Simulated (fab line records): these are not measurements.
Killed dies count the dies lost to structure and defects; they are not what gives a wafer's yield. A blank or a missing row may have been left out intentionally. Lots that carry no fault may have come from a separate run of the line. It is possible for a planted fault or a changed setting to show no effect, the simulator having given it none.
Chamber matching / flow n5 finfet / 4 sister chambers for N5_DUMMY_GATE_ETCH_36 on rie diel-03
The step etches SiARC in CF4, target depth 13 nm. 8 wafers are shown with their chamber, then 9 later ones without.

== WAFERS WITH THEIR CHAMBER ==
wafer=L079.1; chamber=2; drypump motor current A (A)=6.6; showerhead plenum p Torr (Torr)=2.13
wafer=L088.1; chamber=3; drypump motor current A (A)=5.4; showerhead plenum p Torr (Torr)=2.21
wafer=L091.3; chamber=0; drypump motor current A (A)=6.5; showerhead plenum p Torr (Torr)=2.19
wafer=L091.5; chamber=1; drypump motor current A (A)=5.7; showerhead plenum p Torr (Torr)=2.18
wafer=L091.6; chamber=2; drypump motor current A (A)=6.6; showerhead plenum p Torr (Torr)=2.12
wafer=L092.1; chamber=1; drypump motor current A (A)=5.7; showerhead plenum p Torr (Torr)=2.18
wafer=L092.2; chamber=3; drypump motor current A (A)=5.5; showerhead plenum p Torr (Torr)=2.20
wafer=L092.3; chamber=0; drypump motor current A (A)=6.5; showerhead plenum p Torr (Torr)=2.19

== WAFERS WITHOUT THEIR CHAMBER ==
wafer=L094.3; drypump motor current A (A)=5.7; showerhead plenum p Torr (Torr)=2.18
wafer=L094.5; drypump motor current A (A)=6.6; showerhead plenum p Torr (Torr)=2.12
wafer=L094.6; drypump motor current A (A)=5.4; showerhead plenum p Torr (Torr)=2.20
wafer=L095.1; drypump motor current A (A)=6.5; showerhead plenum p Torr (Torr)=2.18
wafer=L095.3; drypump motor current A (A)=5.7; showerhead plenum p Torr (Torr)=2.18
wafer=L095.6; drypump motor current A (A)=5.4; showerhead plenum p Torr (Torr)=2.20
wafer=L096.1; drypump motor current A (A)=5.4; showerhead plenum p Torr (Torr)=2.20
wafer=L096.4; drypump motor current A (A)=6.5; showerhead plenum p Torr (Torr)=2.18
wafer=L096.5; drypump motor current A (A)=5.4; showerhead plenum p Torr (Torr)=2.20

== WHICH CHAMBER EACH WENT THROUGH ==
wafer=L094.3; from the rows above=1; in truth=1
wafer=L094.5; from the rows above=2; in truth=2
wafer=L094.6; from the rows above=3; in truth=3
wafer=L095.1; from the rows above=0; in truth=0
wafer=L095.3; from the rows above=1; in truth=1
wafer=L095.6; from the rows above=3; in truth=3
wafer=L096.1; from the rows above=3; in truth=3
wafer=L096.4; from the rows above=0; in truth=0
wafer=L096.5; from the rows above=3; in truth=3
Correctly placed: 9 of 9. Not placeable from these rows: 0. Wrongly placed: 0.
How it was worked out, from the rows above alone: a wafer's distance from a chamber is the root of the sum, over the readings, of the square of ((its reading less the chamber's mean) divided by the reading's scatter). The wafer belongs to the nearest chamber; if the next one is less than 2 further off, it can't be placed. For every chamber, the mean is computed from those of its wafers that are shown. How the scatter is found: for the shown wafers, subtract from each reading the mean of its chamber, square and add these, divide the total by (wafers less chambers), then take the root.
